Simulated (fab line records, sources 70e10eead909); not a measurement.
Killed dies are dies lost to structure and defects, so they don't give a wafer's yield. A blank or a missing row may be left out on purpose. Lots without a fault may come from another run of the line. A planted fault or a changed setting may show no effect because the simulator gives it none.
fab line records | flow nand_harc | part 1 of 2: steps 1 to 25 of 34
record lots=5 wafers=15 last_day=31
route steps=1302 shown A_SGD_CUT@894 A_SLIT@922
lots that met no fault: from a run of the same line without faults
start_h: hours from the record's first day to the start of the lot's first wafer shown | wait_h: hours since the lot's step before | " the same as in the row above | L1.1+2: a row that stands for several wafers | - no value, or no start given | * or withheld: withheld | < > ~ a bound
route shown NAME@n: a module of which the file shows steps, and the number in the route of the first | usual: mean/standard deviation of fault-free wafers | same: alike in all rows | chamber/n: place in a boat | sites: the reading at each site | _std_site: their standard deviation | _edge_site: outer sites' mean less inner sites' | radius_mm: how far each site lies from the wafer's centre | mask NAME#n: copy n | behind: the tool/chamber that last shaped the wafer | hold: why the lot was held/for how many hours/how that ended | device: the transistor (n, p or np) that didn't switch | end of line: the same wafers' tests at the end of the route | a step without rows: its recipe alone | killed: dies lost to structure and defects at the first sort, not the wafer's yield | map: a wafer's dies, x killed, . not, _ none there
set.NAME: the setting as run; set.NAME@STEP: as run at that earlier step | model.NAME: the simulator's own value behind a step, which no gauge read
lots at some steps of the route; a table a step, a row a wafer
services: from which hour (start_h, from the record's first day; less than 0 if before it) a tool's chamber was out of use, for how many hours, and why
## steps
# step NHARC_A_SGD_CUT_COAT_57
# recipe temp_c=225 time_s=65
# usual heater_power_total_W=446.9/2
# same time_s=65
# columns lot.wafer tool chamber start_h wait_h heater_power_total_W
L076.2 litho_track-06 0 - - 445.6
L076.3 " 0 " " 446.8
L076.6 " 0 " " 448.4
L074.1 litho_track-01 0 - - 449.7
L074.2 " 0 " " 446.6
L074.6 " 0 " " 448.2
L083.2 litho_track-06 0 - - 448.7
L083.4 " 0 " " 447.6
L083.5 " 0 " " 445.0
L089.1 litho_track-06 0 - - 448.0
L089.3 " 0 " " 448.2
L089.5 " 0 " " 444.0
L090.4 litho_track-01 0 - - 444.1
L090.5 " 0 " " 446.1
L090.6 " 0 " " 445.9
# step NHARC_A_SGD_CUT_COAT_03
# recipe spin_rpm=1500 resist_thk_nm=90
# columns lot.wafer tool chamber start_h wait_h
L076.2+3+6 litho_track-06 0 - -
L074.1+2+6 litho_track-01 0 - -
L083.2+4+5 litho_track-06 0 - -
L089.1+3+5 litho_track-06 0 - -
L090.4+5+6 litho_track-01 0 - -
# step NHARC_A_SGD_CUT_SOFTBAKE_04
# recipe temp_c=105 time_s=55
# usual heater_power_total_W=188.47/0.15
# same time_s=55
# columns lot.wafer tool chamber start_h wait_h heater_power_total_W
L076.2 litho_track-06 0 - - 188.31
L076.3 " 0 " " 188.32
L076.6 " 0 " " 188.26
L074.1 litho_track-01 0 - - 188.33
L074.2 " 0 " " 188.39
L074.6 " 0 " " 188.70
L083.2 litho_track-06 0 - - 188.69
L083.4 " 0 " " 188.43
L083.5 " 0 " " 188.45
L089.1 litho_track-06 0 - - 188.34
L089.3 " 0 " " 188.37
L089.5 " 0 " " 188.73
L090.4 litho_track-01 0 - - 188.36
L090.5 " 0 " " 188.47
L090.6 " 0 " " 188.50
# step NHARC_A_SGD_CUT_EBR_05
# columns lot.wafer tool chamber start_h wait_h
L076.2+3+6 litho_track-06 0 - -
L074.1+2+6 litho_track-01 0 - -
L083.2+4+5 litho_track-06 0 - -
L089.1+3+5 litho_track-06 0 - -
L090.4+5+6 litho_track-01 0 - -
# step NHARC_A_SGD_CUT_EXPOSE_06
# recipe na=1.35 dose_mj=85.59 mask_id=SGD
# usual reticle_temp_C=23.01/0.11
# columns lot.wafer tool chamber start_h wait_h mask reticle_temp_C
L076.2 arfi_scanner-02 0 444.40 - SGD#0 23.11
L076.3 " 0 " " SGD#0 22.94
L076.6 " 0 " " SGD#0 22.96
L074.1 arfi_scanner-01 0 444.55 - SGD#0 23.22
L074.2 " 0 " " SGD#0 23.04
L074.6 " 0 " " SGD#0 22.97
L083.2 arfi_scanner-01 0 527.00 - SGD#0 23.06
L083.4 " 0 " " SGD#0 23.08
L083.5 " 0 " " SGD#0 22.96
L089.1 arfi_scanner-02 0 602.42 - SGD#0 23.04
L089.3 " 0 " " SGD#0 22.87
L089.5 " 0 " " SGD#0 22.88
L090.4 arfi_scanner-02 0 605.20 - SGD#0 22.97
L090.5 " 0 " " SGD#0 23.04
L090.6 " 0 " " SGD#0 23.10
# step NHARC_A_SGD_CUT_PEB_07
# recipe peb_temp_c=100 peb_time_s=65
# usual heater_power_total_W=156.7/0.43
# columns lot.wafer tool chamber start_h wait_h heater_power_total_W
L076.2 litho_track-04 0 444.46 0.1 156.2
L076.3 " 0 " " 156.1
L076.6 " 0 " " 155.9
L074.1 litho_track-06 0 444.61 0.1 156.0
L074.2 " 0 " " 156.7
L074.6 " 0 " " 156.0
L083.2 litho_track-06 0 527.06 0.1 156.8
L083.4 " 0 " " 157.0
L083.5 " 0 " " 157.1
L089.1 litho_track-06 0 602.48 0.1 157.2
L089.3 " 0 " " 156.0
L089.5 " 0 " " 157.0
L090.4 litho_track-04 0 605.25 0.0 157.0
L090.5 " 0 " " 156.7
L090.6 " 0 " " 156.8
# step NHARC_A_SGD_CUT_DEVELOP_08
# recipe develop_time_s=35 dev_temp_c=23
# columns lot.wafer tool chamber start_h wait_h
L076.2+3+6 litho_track-04 0 - -
L074.1+2+6 litho_track-06 0 - -
L083.2+4+5 litho_track-06 0 - -
L089.1+3+5 litho_track-06 0 - -
L090.4+5+6 litho_track-04 0 - -
# step NHARC_A_SGD_CUT_CD_MEAS_09
# recipe target_cd_nm=100 landing_energy_ev=500
# usual cd_nm=99.8/0.65
# same landing_energy_ev=500
# columns lot.wafer tool chamber start_h wait_h cd_nm
L076.2 cd_sem-02 0 444.54 - 101.2
L076.3 " 0 " " 99.5
L076.6 " 0 " " 100.0
L074.1 cd_sem-01 0 444.69 - 98.8
L074.2 " 0 " " 100.3
L074.6 " 0 " " 99.4
L083.2 cd_sem-01 0 527.15 - 99.7
L083.4 " 0 " " 99.3
L083.5 " 0 " " 99.3
L089.1 cd_sem-02 0 602.56 - 99.9
L089.3 " 0 " " 100.2
L089.5 " 0 " " 99.3
L090.4 cd_sem-03 0 605.34 - 100.3
L090.5 " 0 " " 100.4
L090.6 " 0 " " 100.4
# step NHARC_A_SGD_CUT_OVL_MEAS_10
# usual overlay_x_nm=-0.3/0.83 overlay_y_nm=0.0/0.76
# columns lot.wafer tool chamber start_h wait_h overlay_x_nm overlay_y_nm
L076.2 overlay-01 - 444.62 - 0.2 -0.8
L076.3 " - " " -0.2 -0.8
L076.6 " - " " 0.1 -0.3
L074.1 overlay-02 - 444.78 - -2.1 0.0
L074.2 " - " " -1.9 -0.1
L074.6 " - " " -2.3 0.6
L083.2 overlay-02 - 527.23 - -0.7 0.6
L083.4 " - " " 0.0 0.9
L083.5 " - " " -0.2 0.2
L089.1 overlay-01 - 602.65 - -0.6 0.3
L089.3 " - " " -0.1 0.6
L089.5 " - " " -0.4 0.7
L090.4 overlay-01 - 605.42 - -0.7 1.3
L090.5 " - " " -0.5 1.0
L090.6 " - " " -0.7 1.3
# step NHARC_A_SGD_CUT_INSPECT_11
# usual raw_defect_count=55/30
# columns lot.wafer tool chamber start_h wait_h raw_defect_count
L076.2 defect_inspect-02 - 444.66 0.0 68
L076.3 " - " " 69
L076.6 " - " " 75
L074.1 defect_inspect-02 - 444.81 0.0 62
L074.2 " - " " 73
L074.6 " - " " 70
L083.2 defect_inspect-02 - 527.27 0.0 90
L083.4 " - " " 76
L083.5 " - " " 79
L089.1 defect_inspect-01 - 602.69 0.0 51
L089.3 " - " " 65
L089.5 " - " " 54
L090.4 defect_inspect-02 - 605.45 0.0 15
L090.5 " - " " 20
L090.6 " - " " 20
# step NHARC_A_SGD_CUT_DESCUM_14
# recipe time_s=3 o2_flow_sccm=200 ar_flow_sccm=0 bias_power_w=0 chemistry=O2
# usual drypump_motor_current_A=5.8/0.41 oes_product_au=1.001/0.011 rf_vpp_V=58.0/0.99 showerhead_plenum_p_Torr=1.94/0.068 throttle_valve_pct=11.311/0.0086
# same time_s=3
# columns lot.wafer tool chamber start_h wait_h drypump_motor_current_A oes_product_au rf_hours_counter_h rf_vpp_V showerhead_plenum_p_Torr throttle_valve_pct
L076.3 rie_diel-09 0 444.72 0.1 6.5 1.004 6 60.0 2.04 11.321
L076.2 " 1 " " 5.2 1.007 7 58.7 1.99 11.319
L076.6 " 1 " " 5.2 1.001 - 57.8 1.99 11.299
L074.1 rie_diel-05 1 444.87 0.1 6.0 0.980 1 58.3 1.81 11.314
L074.2 " 0 " " 5.6 1.002 1 57.1 1.88 11.308
L074.6 " 3 " " 6.0 1.015 - 56.4 1.93 11.319
L083.4 rie_diel-09 0 527.34 0.1 6.5 0.991 1 59.6 2.03 11.304
L083.2 " 1 " " 5.2 0.998 1 57.7 1.99 11.330
L083.5 " 0 " " 6.5 0.999 - 57.4 2.03 11.318
L089.1 rie_diel-03 0 602.76 0.1 5.6 1.009 12 57.9 1.91 11.312
L089.3 " 1 " " 5.5 1.006 13 57.1 1.90 11.303
L089.5 " 3 " " 6.0 1.004 - 58.7 1.93 11.287
L090.6 rie_diel-05 3 605.55 0.1 6.0 1.010 - 57.8 1.92 11.295
L090.4 " 0 " " 5.6 1.011 - 56.8 1.88 11.313
L090.5 " 2 " " 5.1 0.996 - 59.5 2.01 11.304
# step NHARC_A_SGD_CUT_ETCH_58
# recipe target_depth_a=390 over_etch_frac=0.3 time_s=65 ion_energy_ev=80 cf4_flow_sccm=150 ar_flow_sccm=0 rf_w=300 bias_w=100 chemistry=CF4
# usual drypump_motor_current_A=5.7/0.4 oes_product_au=1.001/0.011 rf_vpp_V=151.6/1.1 showerhead_plenum_p_Torr=1.80/0.06 throttle_valve_pct=13.283/0.0091
# same time_s=65
# columns lot.wafer tool chamber start_h wait_h drypump_motor_current_A oes_product_au rf_hours_counter_h rf_vpp_V showerhead_plenum_p_Torr throttle_valve_pct
L076.3 rie_diel-09 3 444.81 0.1 6.2 0.999 6 152.1 1.85 13.307
L076.2 " 1 " " 5.1 1.009 7 152.6 1.84 13.280
L076.6 " 0 " " 6.5 1.007 - 153.0 1.87 13.286
L074.1 rie_diel-05 0 444.97 0.1 5.6 0.995 1 150.2 1.74 13.295
L074.2 " 3 " " 6.0 1.007 1 151.8 1.78 13.291
L074.6 " 0 " " 5.6 0.986 - 151.0 1.74 13.276
L083.4 rie_diel-09 1 527.42 0.1 5.2 1.002 1 152.7 1.84 13.286
L083.2 " 3 " " 6.3 1.010 1 151.7 1.84 13.284
L083.5 " 1 " " 5.2 1.007 - 151.9 1.84 13.285
L089.1 rie_diel-03 2 602.83 0.1 5.9 0.987 12 151.5 1.82 13.268
L089.3 " 1 " " 5.5 1.001 13 150.2 1.75 13.289
L089.5 " 2 " " 5.9 0.977 - 152.4 1.82 13.290
L090.6 rie_diel-05 0 605.64 0.1 5.6 0.998 - 148.7 1.74 13.262
L090.5 " 2 " " 5.2 0.995 - 151.3 1.85 13.292
L090.4 " 3 " " 6.0 1.013 - 150.5 1.78 13.266
# step NHARC_A_SGD_CUT_ETCH_59
# recipe target_depth_a=2600 over_etch_frac=0.25 time_s=406.25 ion_energy_ev=200 n2_flow_sccm=150 h2_flow_sccm=150 ar_flow_sccm=0 rf_w=400 bias_w=150 chemistry=N2/H2
# usual drypump_motor_current_A=5.8/0.4 oes_product_au=1.000/0.01 rf_vpp_V=431.6/2.2 showerhead_plenum_p_Torr=2.08/0.077 throttle_valve_pct=14.171/0.0092
# same time_s=406.25
# columns lot.wafer tool chamber start_h wait_h drypump_motor_current_A oes_product_au rf_hours_counter_h rf_vpp_V showerhead_plenum_p_Torr throttle_valve_pct
L076.2 rie_diel-09 3 - - 6.2 0.996 6 432.4 2.14 14.176
L076.3 " 1 " " 5.2 1.000 7 432.5 2.13 14.171
L076.6 " 0 " " 6.5 1.006 - 435.1 2.17 14.168
L074.2 rie_diel-05 0 - - 5.6 0.988 1 428.5 2.00 14.173
L074.1 " 3 " " 6.0 1.012 1 430.4 2.05 14.169
L074.6 " 3 " " 6.0 1.000 - 429.9 2.05 14.167
L083.4 rie_diel-09 1 - - 5.2 0.989 1 432.6 2.13 14.163
L083.2 " 0 " " 6.5 0.995 1 434.6 2.17 14.176
L083.5 " 1 " " 5.2 1.000 - 433.2 2.13 14.197
L089.3 rie_diel-03 1 - - 5.5 1.006 13 431.8 2.02 14.175
L089.1 " 3 " " 6.0 0.992 12 431.4 2.06 14.153
L089.5 " 1 " " 5.5 1.007 - 429.8 2.02 14.165
L090.6 rie_diel-05 2 - - 5.2 0.993 - 433.1 2.15 14.168
L090.4 " 3 " " 6.0 1.005 - 430.0 2.05 14.163
L090.5 " 0 " " 5.6 1.018 - 428.6 2.00 14.174
# step NHARC_A_SGD_CUT_ETCH_15
# recipe target_depth_a=750 time_s=64.3 ch3f_flow_sccm=50 o2_flow_sccm=30 ar_flow_sccm=200 rf_w=500 bias_w=100 chemistry=CH3F/O2
# usual drypump_motor_current_A=5.8/0.42 oes_product_au=0.957/0.019 rf_vpp_V=264.5/1.4 showerhead_plenum_p_Torr=2.50/0.087 throttle_valve_pct=20.662/0.0088
# same time_s=64.3
# columns lot.wafer tool chamber start_h wait_h drypump_motor_current_A oes_product_au rf_hours_counter_h rf_vpp_V showerhead_plenum_p_Torr throttle_valve_pct
L076.2 rie_diel-09 3 - - 6.3 0.974 6 265.3 2.57 20.654
L076.3 " 0 " " 6.5 0.961 7 266.3 2.61 20.671
L076.6 " 2 " " 5.2 0.980 - 267.3 2.64 20.667
L074.1 rie_diel-05 0 - - 5.6 0.949 1 263.2 2.42 20.661
L074.2 " 3 " " 6.0 0.957 1 264.7 2.47 20.675
L074.6 " 3 " " 6.0 0.954 - 264.4 2.47 20.671
L083.4 rie_diel-09 1 - - 5.2 0.979 2 263.9 2.56 20.665
L083.2 " 2 " " 5.2 0.986 1 267.8 2.63 20.654
L083.5 " 3 " " 6.3 0.969 - 266.0 2.57 20.654
L089.1 rie_diel-03 0 - - 5.7 0.968 12 264.3 2.46 20.668
L089.3 " 1 " " 5.5 0.977 14 264.1 2.44 20.662
L089.5 " 1 " " 5.5 0.981 - 263.3 2.44 20.653
L090.4 rie_diel-09 1 606.11 - 5.2 0.949 7 265.8 2.55 20.663
L090.6 " 0 " " 6.5 0.945 - 265.5 2.61 20.659
L090.5 " 1 " " 5.2 0.941 - 265.3 2.55 20.672
# step NHARC_A_SGD_CUT_ETCH_16
# recipe target_depth_a=3105 time_s=155.2 c4f8_flow_sccm=withheld o2_flow_sccm=8 ar_flow_sccm=withheld rf_w=600 bias_w=800 chemistry=C4F8/O2/Ar
# usual oes_product_au=0.971/0.018 rf_vpp_V=725/3.7
# same time_s=155.2
# columns lot.wafer tool chamber start_h wait_h oes_product_au rf_hours_counter_h rf_vpp_V
L076.2 rie_diel-09 1 - - 0.966 7 728
L076.3 " 3 " " 0.973 7 728
L076.6 " 1 " " 0.976 - 727
L074.2 rie_diel-05 1 - - 0.953 1 720
L074.1 " 3 " " 0.976 1 725
L074.6 " 3 " " 0.979 - 724
L083.4 rie_diel-09 3 - - 0.976 1 728
L083.2 " 0 " " 0.979 1 729
L083.5 " 3 " " 0.978 - 727
L089.3 rie_diel-03 1 - - 0.991 14 721
L089.1 " 0 " " 0.992 12 723
L089.5 " 1 " " 0.983 - 722
L090.4 rie_diel-03 0 606.27 - 1.008 - 725
L090.5 " 1 " " 1.000 - 723
L090.6 " 2 " " 0.991 - 725
# step NHARC_A_SGD_CUT_STRIP_60
# recipe c4f8_flow_sccm=withheld o2_flow_sccm=8 ar_flow_sccm=withheld bias_w=0 chemistry=C4F8/O2/Ar
# columns lot.wafer tool chamber start_h wait_h
L076.3+2+6 rie_diel-09 3,0,2 - -
L074.1+2+6 rie_diel-05 3,1,0 - -
L083.4+2+5 rie_diel-09 2,0,2 - -
L089.3+1+5 rie_diel-03 3,0,2 - -
L090.4+6+5 rie_diel-09 1,1,2 606.41 -
# step NHARC_A_SGD_CUT_STRIP_17
# recipe o2_flow_sccm=500 ar_flow_sccm=0 bias_w=0 chemistry=O2
# usual drypump_motor_current_A=5.7/0.4 oes_product_au=1.002/0.01 rf_vpp_V=58.0/0.9 showerhead_plenum_p_Torr=3.59/0.12 throttle_valve_pct=17.037/0.0084
# columns lot.wafer tool chamber start_h wait_h drypump_motor_current_A oes_product_au rf_hours_counter_h rf_vpp_V showerhead_plenum_p_Torr throttle_valve_pct
L076.3 rie_diel-09 1 - - 5.2 1.003 7 57.4 3.67 17.035
L076.2 " 2 " " 5.2 1.008 7 58.9 3.77 17.040
L076.6 " 2 " " 5.2 1.010 - 58.5 3.77 17.029
L074.1 rie_diel-05 3 - - 6.0 1.013 1 58.8 3.55 17.040
L074.2 " 0 " " 5.6 0.998 1 57.3 3.47 17.041
L074.6 " 0 " " 5.7 0.996 - 58.8 3.47 17.030
L083.2 rie_diel-09 2 - - 5.2 0.997 2 57.8 3.77 17.039
L083.4 " 0 " " 6.5 1.000 1 59.0 3.73 17.045
L083.5 " 2 " " 5.2 1.004 - 57.7 3.77 17.021
L089.3 rie_diel-03 2 - - 5.9 1.003 13 57.9 3.63 17.026
L089.1 " 3 " " 6.0 1.015 12 59.7 3.56 17.036
L089.5 " 0 " " 5.6 1.018 - 57.0 3.53 17.048
L090.5 rie_diel-03 1 606.55 0.1 5.5 0.990 - 56.8 3.50 17.031
L090.4 " 2 " " 5.9 0.989 - 59.5 3.63 17.046
L090.6 " 0 " " 5.6 1.019 - 58.5 3.53 17.046
# step NHARC_A_SGD_CUT_PRECLEAN_18
# recipe time_s=* temp_c=50 bath_age_min=0 chemistry=SC1
# same time_s=*
# columns lot.wafer tool chamber start_h wait_h
L076.6+2+3 wet_bench-07 1,2,4 445.70 -
L074.6+2+1 wet_bench-09 6,0,2 446.02 -
L083.4+2+5 wet_bench-07 7,1,3 528.31 -
L089.5+1+3 wet_bench-09 7,1,2 603.72 -
L090.6+4+5 wet_bench-09 5,6,1 606.72 -
# step NHARC_A_SGD_CUT_SRD_19
# columns lot.wafer tool chamber start_h wait_h
L076.6+2+3 wet_bench-07 1,2,4 - -
L074.6+2+1 wet_bench-09 6,0,2 - -
L083.4+2+5 wet_bench-07 7,1,3 - -
L089.5+1+3 wet_bench-09 7,1,2 - -
L090.6+4+5 wet_bench-09 5,6,1 - -
# step NHARC_A_SGD_CUT_DEP_20
# recipe target_thk_a=1500 temp_c=65 material=SiO2
# columns lot.wafer tool chamber start_h wait_h
L076.2+3+6 fcvd-02 0 445.86 -
L074.1+2+6 fcvd-01 0 446.16 -
L083.2+4+5 fcvd-01 0,1,1 528.46 -
L089.1+3+5 fcvd-02 0,0,1 603.86 -
L090.4+5+6 fcvd-01 1,0,1 606.94 -
# step NHARC_A_SGD_CUT_ANNEAL_27
# recipe temp_c=450 time_s=1800
# same time_s=1800
# columns lot.wafer tool chamber start_h wait_h
L074.1+2+6 furnace-05 0 449.40 3.2
L076.2+3+6 furnace-05 0 449.40 3.5
L083.2+4+5 furnace-05 0 532.02 3.5
L089.1+3+5 furnace-08 0 607.19 3.3
L090.4+5+6 furnace-08 0 607.19 0.2
# step NHARC_A_SGD_CUT_CMP_21
# recipe target_thk_nm=148.19
# usual motor_current_A=12.2/0.93 slurry_filter_dp_kPa=13.50/0.14 time_to_endpoint_s=50.2/2.3
# columns lot.wafer tool chamber start_h wait_h motor_current_A slurry_filter_dp_kPa time_to_endpoint_s
L076.3 cmp-04 1 450.83 0.4 14.2 13.32 49.5
L076.2 " 2 " " 12.5 13.48 50.0
L076.6 " 2 " " 13.5 13.57 47.9
L074.1 cmp-02 1 450.86 0.4 11.9 13.63 49.4
L074.2 " 3 " " 12.1 13.19 56.2
L074.6 " 1 " " 12.2 13.74 47.4
L083.2 cmp-04 1 533.47 0.4 14.1 13.50 52.8
L083.4 " 3 " " 11.4 13.22 51.6
L083.5 " 2 " " 13.1 13.45 57.8
L089.3 cmp-03 0 608.67 0.4 11.8 13.51 47.9
L089.1 " 2 " " 11.8 13.39 49.3
L089.5 " 0 " " 11.2 13.30 48.4
L090.4 cmp-02 1 608.72 0.4 11.6 13.57 50.4
L090.5 " 1 " " 11.9 13.55 48.3
L090.6 " 2 " " 12.0 13.38 50.8
# step NHARC_A_SGD_CUT_THK_MEAS_22
# recipe thk_meas_gauge=ellipsometry
# usual thk_nm=148.3/1.2
# columns lot.wafer tool chamber start_h wait_h thk_nm
L076.2 film_metro-02 - 451.09 0.2 148.6
L076.3 " - " " 147.5
L076.6 " - " " 148.3
L074.1 film_metro-01 - 451.09 0.2 149.3
L074.2 " - " " 147.6
L074.6 " - " " 147.4
L083.2 film_metro-01 - 533.73 0.2 146.6
L083.4 " - " " 149.9
L083.5 " - " " 149.9
L089.1 film_metro-01 - 608.90 0.2 146.8
L089.3 " - " " 146.6
L089.5 " - " " 146.6
L090.4 film_metro-01 - 608.98 0.2 148.0
L090.5 " - " " 147.8
L090.6 " - " " 148.7
# step NHARC_A_SGD_CUT_SRD_23
# columns lot.wafer tool chamber start_h wait_h
L076.3+6+2 wet_bench-02 0,3,4 451.13 0.0
L074.6+1+2 wet_bench-07 4,5,7 451.13 0.0
L083.5+4+2 wet_bench-02 1,2,6 533.77 0.0
L089.3+5+1 wet_bench-07 2,6,7 608.94 0.0
L090.6+5+4 wet_bench-02 3,6,7 609.02 0.0
# step NHARC_A_SGD_CUT_ETCH_26
# recipe target_depth_a=458 chemistry=dHF material=SiO2
# columns lot.wafer tool chamber start_h wait_h
L076.3+6+2 wet_bench-02 0,3,4 451.15 0.0
L074.6+1+2 wet_bench-07 4,5,7 451.16 0.0
L083.5+4+2 wet_bench-02 1,2,6 533.79 0.0
L089.3+5+1 wet_bench-07 2,6,7 608.97 0.0
L090.6+5+4 wet_bench-02 3,6,7 609.05 0.0
